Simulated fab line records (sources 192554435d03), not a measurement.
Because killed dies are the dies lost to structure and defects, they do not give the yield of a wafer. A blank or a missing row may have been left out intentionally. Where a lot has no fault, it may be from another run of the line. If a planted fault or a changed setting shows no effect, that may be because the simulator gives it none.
A lot that was struck, set against a sound lot	flow n5Finfet	40 out of 1938 route steps
Sound: the wafers L564.2, L564.3, L564.4. Struck: wafer L584.2 (L584.1, L584.6, from the same lot, were not struck and are left out); the cause is given at the end.
At each step with rows: each side's tool, then ch and its chambers, then its first start. Under that, the readings that differ: sound wafers	struck wafers	difference of the means	sigmas: that difference in standard deviations of wafers without a fault.
alike: words and numbers the same on both sides, and readings whose means are apart by under 2 such deviations; not compared: readings that were withheld, readings missing a value for some wafer, numbers with overlapping values and no deviation given by the record, and bounds like >300 which may hide the same value.
A row with sigmas, a row that says differs or no value, or rows on one side alone: a step with any of these is where the two part. Non-overlapping numbers with no deviation appear without sigmas and do not part them. A reading missing from all wafers of one side parts the sides only when that side holds two or more wafers.

first, 11 steps without rows for these wafers: N5_FIN_SAQP_STRIP_23 (strips in SPM, time 750 s); N5_FIN_SAQP_SRD_66 (time 30 s); N5_FIN_SAQP_RECESS_75 (chemistry HF/NH3, target SiO2, target depth 14.4 nm, afs cycles 3, sublimation time 60 s); N5_FIN_SAQP_SPACER1_ALD_24 (deposits SiO2, target thk 20.3 nm, pulse time 1 s, purge time 2 s); N5_FIN_SAQP_SPACER1_ETCHBACK_25 (etches SiO2 in CHF3/O2, target depth 24.4 nm, time 12.2 s); N5_FIN_SAQP_MANDREL1_REMOVE_56 (chemistry HBr/Cl2/O2, target a-Si, stops on SiNx, bt time 10 s); N5_FIN_SAQP_ETCH_57 (etches SiNx in CH3F/O2, target depth 32.5 nm, time 46.4 s); N5_FIN_SAQP_ETCH_65 (etches SiO2 in CF4, target depth 4 nm, time 4.4 s); N5_FIN_SAQP_MANDREL_ETCH_58 (etches a-Si in HBr/Cl2, stops on SiNx, target depth 45 nm, bt time 10 s, time 27 s); N5_FIN_SAQP_RECESS_63 (chemistry HF/NH3, target SiO2, target depth 18 nm, afs cycles 3, sublimation time 60 s); N5_FIN_SAQP_COAT_68 (time 60 s, resist thk 100 nm).
N5_FIN_SAQP_ETCH_69: etches SOC in N2/H2, stops on SiNx, target depth 150 nm.
  sound on rieDiel-05 ch 0,2,3, day 2 00:31; struck on rieDiel-05 ch 0, day 7 02:48
reading	sound	struck	difference	sigmas
oesProductAu (a.u.)	0.72 0.68 0.71	0.89	+0.19	+2
rfHoursCounterH (h)	219 239 174	29	-182	
  alike: drypumpMotorCurrentA, rfVppV, showerheadPlenumPTorr, throttleValvePct
then, 14 steps without rows for these wafers: N5_FIN_SAQP_ETCH_67 (etches SiNx in CH3F/O2, target depth 30 nm); N5_FIN_SAQP_STRIP_70 (strips in N2/H2); N5_FIN_SAQP_RECESS_71 (chemistry HF/NH3, target SiO2, target depth 3 nm, afs cycles 1, sublimation time 60 s); N5_FIN_SAQP_SPACER2_ALD_28 (deposits SiO2, target thk 8.1 nm, pulse time 1 s, purge time 2 s); N5_FIN_SAQP_SPACER2_ETCHBACK_29 (etches SiO2 in CHF3/O2, target depth 12.2 nm, time 6.1 s); N5_FIN_SAQP_MANDREL2_REMOVE_60 (chemistry HBr/Cl2/O2, target a-Si, stops on SiNx, bt time 10 s); N5_FIN_SAQP_HM_OPEN_33 (chemistry CH3F/O2, target SiNx, target depth 49.4 nm, time 70.6 s); N5_FIN_SAQP_ETCH_34 (etches SiO2 in C4F6/O2, target depth 45 nm, time 15 s); N5_FIN_SAQP_STRIP_77 (strips in N2/H2, time 90 s); N5_FIN_SAQP_ETCH_64 (etches SiO2 in CF4, target depth 1.5 nm); N5_FIN_SAQP_FIN_ETCH_36 (etches the open film in HBr/Cl2/O2, target depth 120 nm, time 50.4 s); N5_FIN_SAQP_PRECLEAN_38 (cleans in O3/DIW, time 45 s); N5_FIN_SAQP_PRECLEAN_45 (cleans in dHF, time 10 s); N5_FIN_SAQP_SRD_39 (time 30 s).
N5_FIN_SAQP_INSPECT_40: inspects for defects (brightfield).
  sound on defectInspect-01, day 2 01:58; struck on defectInspect-02, day 7 05:11
reading	sound	struck	difference	sigmas
rawDefectCount	166 174 313	595	+377	+6
then, 9 steps without rows for these wafers: N5_FIN_CUT_COAT_18 (time 60 s, resist thk 230 nm); N5_FIN_CUT_COAT_19 (time 60 s, resist thk 20 nm); N5_FIN_CUT_COAT_29 (time 60 s, resist thk 10 nm); N5_FIN_CUT_COAT_02 (resist thk 30 nm); N5_FIN_CUT_EBR_04; N5_FIN_CUT_SOFTBAKE_03 (time 60 s); N5_FIN_CUT_EXPOSE_05 (exposes mask FIN CUT); N5_FIN_CUT_PEB_06 (peb time 60 s); N5_FIN_CUT_DEVELOP_07 (develop time 30 s).
N5_FIN_CUT_INSPECT_10: inspects for defects (brightfield).
  sound on defectInspect-02, day 2 02:21; struck on defectInspect-01, day 7 05:36
reading	sound	struck	difference	sigmas
rawDefectCount	23 32 55	464	+427	+43
N5_FIN_CUT_INSPECT_17: inspects for defects (brightfield).
  sound on defectInspect-01, day 2 03:19; struck on defectInspect-02, day 7 06:37
reading	sound	struck	difference	sigmas
rawDefectCount	171 192 311	583	+358	+6
-- a jump in the record: the struck wafers' starts before and after are 7 days apart (it breaks off in module FIN_CUT and resumes in module BEOL_M4, where the first step shown is number 1111 of the route) --
N5_BEOL_M4_RC_MEAS_101:
  sound on prober-02 ch 0, day 7 19:30; struck on prober-02 ch 0, day 13 22:21
reading	sound	struck	difference	sigmas
IOFF_N (nA/um)	0.18 0.16 0.28	0.33	+0.12	+2
SS_P (mV/dec)	73.4 73.1 74.7	75.8	+2.1	+2
VT_N (mV)	252 249 246	240	-9	-2
  alike: DIBL_N, DIBL_P, IOFF_P, ION_N, ION_P, SS_N, VT_P
-- the record jumps here: 4 days lie between the struck wafers' starts before and after (it left off in module BEOL_M4 and takes up again in module PASSIVATION, whose first step shown is number 1936 of the route) --
N5_PASSIVATION_PROBE_49:
  sound on prober-02, day 12 05:48; struck on prober-02, day 18 03:29
reading	sound	struck	difference	sigmas
defectLimitedYield (%)	90.5 90.6 91.3	80.3	-10.5	-8
killedAtFrontEnd	47 33 33	159	+121	+11
killedDies	112 111 103	232	+123	+8
sort_bin_5_function (%)	5.9 5.3 5.8	14.0	+8.3	+9
sortNPass	1068 1069 1075	930	-141	-5
sortYieldPct (%)	90.5 90.6 91.1	78.8	-11.9	-5
  alike: killed_at_M0_to_M3, killed_at_M4_up, killedAtContacts, killedAtOther, killedOpen, killedShort, sort_bin_4_leakage, sort_bin_6_memory, sort_bin_8_speed

## WHERE THEY PART
Last at N5_PASSIVATION_PROBE_49 as far as this record goes, first at N5_FIN_SAQP_ETCH_69.

WHY: what had been put in by the simulator
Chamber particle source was rieDiel-05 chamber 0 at N5_FIN_SAQP_ETCH_69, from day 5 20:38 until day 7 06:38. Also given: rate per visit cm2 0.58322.
